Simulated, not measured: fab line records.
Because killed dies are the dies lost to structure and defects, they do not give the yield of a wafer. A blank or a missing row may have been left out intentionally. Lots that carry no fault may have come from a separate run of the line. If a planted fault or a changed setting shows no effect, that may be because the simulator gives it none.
Split-lot study :: flow n5 finfet :: 21 wafers read across 7 lots, on a route 1938 steps long

THE SPLIT
At N5_BEOL_M8_EXPOSE_08 (exposes mask M8), the setting dose mj was moved away from the recipe's 68.25 on 5 of the 21 wafers read, by -7.3% to +4.7%. All remaining wafers had this setting at the recipe value.

FROM THE SPLIT TO THE READING: what the file shows between them, 15 steps
- N5_BEOL_M8_PEB_09: peb time 60 s
- N5_BEOL_M8_DEVELOP_10: develop time 30 s
- N5_BEOL_M8_CD_MEAS_11: target cd 38.5 nm
- N5_BEOL_M8_DESCUM_16: chemistry O2, time 7.9 s
- N5_BEOL_M8_ETCH_61: etches SiARC in CF4, target depth 45.5 nm, time 75.8 s
- N5_BEOL_M8_ETCH_62: etches SOC in N2/H2, target depth 110 nm, overetch 22 nm, time 165 s
- N5_BEOL_M8_STRIP_68: strips in N2/H2
- N5_BEOL_M8_STRIP_67: strips in CF4
- N5_BEOL_M8_HM_OPEN_17: chemistry Cl2/BCl3, target TiN, target depth 20 nm, overetch 6 nm
- N5_BEOL_M8_STRIP_19: strips in O2
- N5_BEOL_M8_CD_MEAS_18: pitch 80 nm, target cd 40 nm
- N5_BEOL_M8_COAT_63: time 60 s, resist thk 60 nm
- N5_BEOL_M8_COAT_64: time 60 s, resist thk 12 nm
- N5_BEOL_M8_PRECLEAN_42: cleans in residue remover, time 60 s
- N5_BEOL_M8_SRD_43: time 30 s

THE READING
At N5_BEOL_M8_CD_MEAS_35: cd nm in nanometres, against a target cd of 40 nm. On this fab line, fault-free wafers typically give 40.1 nm with a standard deviation of 0.65 nm.

wafer: L074.2
tool, chamber at the split: arfi scanner-02, 0
dose mj as run: 70.09
against the recipe: +2.7%
cd nm, nm: 42.1
against lot-mates on the recipe: +1.4

wafer: L074.5
tool, chamber at the split: arfi scanner-02, 0
dose mj as run: 70.09
against the recipe: +2.7%
cd nm, nm: 42.0
against lot-mates on the recipe: +1.3

wafer: L074.6
tool, chamber at the split: arfi scanner-02, 0
dose mj as run: 68.25
against the recipe: recipe
cd nm, nm: 40.7
against lot-mates on the recipe: -

wafer: L079.1
tool, chamber at the split: arfi scanner-03, 0
dose mj as run: 63.3
against the recipe: -7.3%
cd nm, nm: 36.2
against lot-mates on the recipe: -4.2

wafer: L079.2
tool, chamber at the split: arfi scanner-03, 0
dose mj as run: 68.25
against the recipe: recipe
cd nm, nm: 40.4
against lot-mates on the recipe: -

wafer: L079.6
tool, chamber at the split: arfi scanner-03, 0
dose mj as run: 68.25
against the recipe: recipe
cd nm, nm: 40.4
against lot-mates on the recipe: -

wafer: L080.1
tool, chamber at the split: arfi scanner-01, 0
dose mj as run: 68.25
against the recipe: recipe
cd nm, nm: 39.4
against lot-mates on the recipe: -

wafer: L080.4
tool, chamber at the split: arfi scanner-01, 0
dose mj as run: 68.25
against the recipe: recipe
cd nm, nm: 39.9
against lot-mates on the recipe: -

wafer: L080.5
tool, chamber at the split: arfi scanner-01, 0
dose mj as run: 68.25
against the recipe: recipe
cd nm, nm: 39.4
against lot-mates on the recipe: -

wafer: L084.1
tool, chamber at the split: arfi scanner-03, 0
dose mj as run: 68.25
against the recipe: recipe
cd nm, nm: 41.2
against lot-mates on the recipe: -

wafer: L084.3
tool, chamber at the split: arfi scanner-03, 0
dose mj as run: 68.25
against the recipe: recipe
cd nm, nm: 41.3
against lot-mates on the recipe: -

wafer: L084.6
tool, chamber at the split: arfi scanner-03, 0
dose mj as run: 68.25
against the recipe: recipe
cd nm, nm: 40.5
against lot-mates on the recipe: -

wafer: L087.4
tool, chamber at the split: arfi scanner-01, 0
dose mj as run: 68.25
against the recipe: recipe
cd nm, nm: 39.4
against lot-mates on the recipe: -

wafer: L087.5
tool, chamber at the split: arfi scanner-01, 0
dose mj as run: 71.44
against the recipe: +4.7%
cd nm, nm: 41.8
against lot-mates on the recipe: +2.4

wafer: L087.6
tool, chamber at the split: arfi scanner-01, 0
dose mj as run: 71.44
against the recipe: +4.7%
cd nm, nm: 42.0
against lot-mates on the recipe: +2.6

wafer: L088.2
tool, chamber at the split: arfi scanner-03, 0
dose mj as run: 68.25
against the recipe: recipe
cd nm, nm: 40.1
against lot-mates on the recipe: -

wafer: L088.4
tool, chamber at the split: arfi scanner-03, 0
dose mj as run: 68.25
against the recipe: recipe
cd nm, nm: 40.2
against lot-mates on the recipe: -

wafer: L088.5
tool, chamber at the split: arfi scanner-03, 0
dose mj as run: 68.25
against the recipe: recipe
cd nm, nm: 40.6
against lot-mates on the recipe: -

wafer: L091.1
tool, chamber at the split: arfi scanner-01, 0
dose mj as run: 68.25
against the recipe: recipe
cd nm, nm: 39.4
against lot-mates on the recipe: -

wafer: L091.2
tool, chamber at the split: arfi scanner-01, 0
dose mj as run: 68.25
against the recipe: recipe
cd nm, nm: 40.4
against lot-mates on the recipe: -

wafer: L091.4
tool, chamber at the split: arfi scanner-01, 0
dose mj as run: 68.25
against the recipe: recipe
cd nm, nm: 40.5
against lot-mates on the recipe: -

THE FIT
A straight line over all 21 wafers: cd nm changes by +0.495 nm for each +1% of dose mj; r = +0.89; the points scatter about the line by 0.61 nm.
The same after taking each lot's own level away (the mean of its wafers on the recipe; 21 wafers): +0.553 nm for each +1%; r = +0.98; scatter 0.28 nm.
The reading moves by 4 nm for the largest change in dose mj, on that fit.
The span of the lots' own levels, 39.40 to 41.00 nm, comes to 2.5 times the standard deviation stated above.
Hence the slope depends on the lot-to-lot level, as the two fits are not the same.
Check: with one of the wafers moved furthest among these (-7.3%) left out of the fit, the line predicts -3.83 nm for it against its lot-mates. It came out at -4.2 nm against them.

THE WHOLE CHAIN: every reading that the file lists as answering this split, in the file's order
step: N5_BEOL_M8_CD_MEAS_11
what it does: target cd 38.5 nm
reading: cd nm
change (the file's fit): +0.619 nm for each +1% of the setting
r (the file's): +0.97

step: N5_BEOL_M8_ETCH_61
what it does: etches SiARC in CF4, target depth 45.5 nm, time 75.8 s
reading: BEOL_M8.cd offset nm (the simulator's own value, which no gauge read)
change (the file's fit): +0.56 nm for each +1% of the setting
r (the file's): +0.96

step: N5_BEOL_M8_CD_MEAS_18
what it does: pitch 80 nm, target cd 40 nm
reading: cd nm
change (the file's fit): +0.616 nm for each +1% of the setting
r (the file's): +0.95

step: N5_BEOL_M8_CD_MEAS_35
what it does: target cd 40 nm
reading: cd nm
change (the file's fit): +0.564 nm for each +1% of the setting
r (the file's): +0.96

THE FILE'S OWN FIT
cd nm changes by +0.564 nm for each +1% of dose mj, r = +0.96.
